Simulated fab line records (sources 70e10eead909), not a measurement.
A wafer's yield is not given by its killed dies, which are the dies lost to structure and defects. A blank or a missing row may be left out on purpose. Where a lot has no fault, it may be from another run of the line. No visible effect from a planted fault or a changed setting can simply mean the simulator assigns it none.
Which of the tools did it? :: flow nandHarc :: 18 wafers sampled from 6 lots at 1 step of a route of 1159

WHAT EACH GAUGE READ, for each wafer
NHARC_A_SLIT_INSPECT_11.
lot: L733
measured: day 14 15:16
on: defectInspect-02
rawDefectCount: 13 15 21

lot: L736
measured: day 14 23:22
on: defectInspect-01
rawDefectCount: 17 14 25

lot: L742
measured: day 16 08:55
on: defectInspect-02
rawDefectCount: 30 21 24

lot: L745
measured: day 17 14:23
on: defectInspect-02
rawDefectCount: 30 33 40

lot: L750
measured: day 18 16:59
on: defectInspect-01
rawDefectCount: 14 6 15

lot: L755
measured: day 19 08:40
on: defectInspect-01
rawDefectCount: 17 13 18

TOOL THAT RAN EACH LOT (tool first, then ch and the chambers of the sampled wafers, then the start)
The record holds no process step before these readings.

THE ANSWER, worked out from the rows above alone
Rule: usual is defined by the lots themselves. The widest of any qualifying gaps counts: lots, ordered by their means at a reading, are off when they make up no more than a third of the lots, leave a main group of 4 or more, and stand apart from it by 3 or more times the standard deviation of that group's means. A main group whose means are all the same, to the digits that the tables above print for the reading, isn't used. Also off: a lot with no number at a reading for which 4 or more lots have one. The other lots that the step has rows for count as sound.
None of the lots is off at any reading shown; this tells nothing.

WHAT THE SIMULATOR PUT IN
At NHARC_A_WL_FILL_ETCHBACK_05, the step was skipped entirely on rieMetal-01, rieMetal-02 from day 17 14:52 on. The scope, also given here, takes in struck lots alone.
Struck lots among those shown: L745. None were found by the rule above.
